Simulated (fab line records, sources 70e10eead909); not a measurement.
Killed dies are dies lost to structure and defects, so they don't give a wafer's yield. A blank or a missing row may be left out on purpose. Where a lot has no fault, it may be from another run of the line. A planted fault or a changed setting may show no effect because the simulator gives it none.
Chamber matching || flow nand harc || NHARC_P_M1_PRE_CLEAN_32 on pecvd-01 has 3 sister chambers
The step time 12 s. 6 wafers are shown with their chamber, then 7 later ones without.

== EACH WAFER AND ITS CHAMBER ==
{"wafer": "L088.5", "chamber": 1, "heater power w (W)": 592}
{"wafer": "L088.6", "chamber": 2, "heater power w (W)": 702}
{"wafer": "L086.4", "chamber": 0, "heater power w (W)": 604}
{"wafer": "L086.6", "chamber": 2, "heater power w (W)": 692}
{"wafer": "L089.2", "chamber": 1, "heater power w (W)": 657}
{"wafer": "L089.3", "chamber": 0, "heater power w (W)": 647}

== WAFERS WITHOUT THEIR CHAMBER ==
{"wafer": "L089.6", "heater power w (W)": 652}
{"wafer": "L091.1", "heater power w (W)": 658}
{"wafer": "L091.3", "heater power w (W)": 691}
{"wafer": "L091.4", "heater power w (W)": 667}
{"wafer": "L097.3", "heater power w (W)": 599}
{"wafer": "L097.4", "heater power w (W)": 714}
{"wafer": "L097.6", "heater power w (W)": 612}

== WHICH CHAMBER EACH WENT THROUGH ==
{"wafer": "L089.6", "from the rows above": "can't be placed: 0 or 1 or 2", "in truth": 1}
{"wafer": "L091.1", "from the rows above": "can't be placed: 0 or 1 or 2", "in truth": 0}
{"wafer": "L091.3", "from the rows above": "can't be placed: 2 or 0 or 1", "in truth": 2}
{"wafer": "L091.4", "from the rows above": "can't be placed: 2 or 0 or 1", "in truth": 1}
{"wafer": "L097.3", "from the rows above": "can't be placed: 1 or 0", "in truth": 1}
{"wafer": "L097.4", "from the rows above": 2, "in truth": 2}
{"wafer": "L097.6", "from the rows above": "can't be placed: 1 or 0", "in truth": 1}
Correct placement for 1 of the 7. These rows do not allow placing 6 (true chamber among the candidates in 6). 0 placed wrongly.
How it was worked out, from the rows above alone: a wafer's distance from a chamber is the root of the sum, over the readings, of the square of ((its reading less the chamber's mean) divided by the reading's scatter). If the next closest chamber is less than 2 further off than the closest, the wafer can't be placed; otherwise it belongs to the closest. A chamber's mean is the mean of its shown wafers. How the scatter is found: for the shown wafers, subtract from each reading the mean of its chamber, square and add these, divide the total by (wafers less chambers), then take the root.
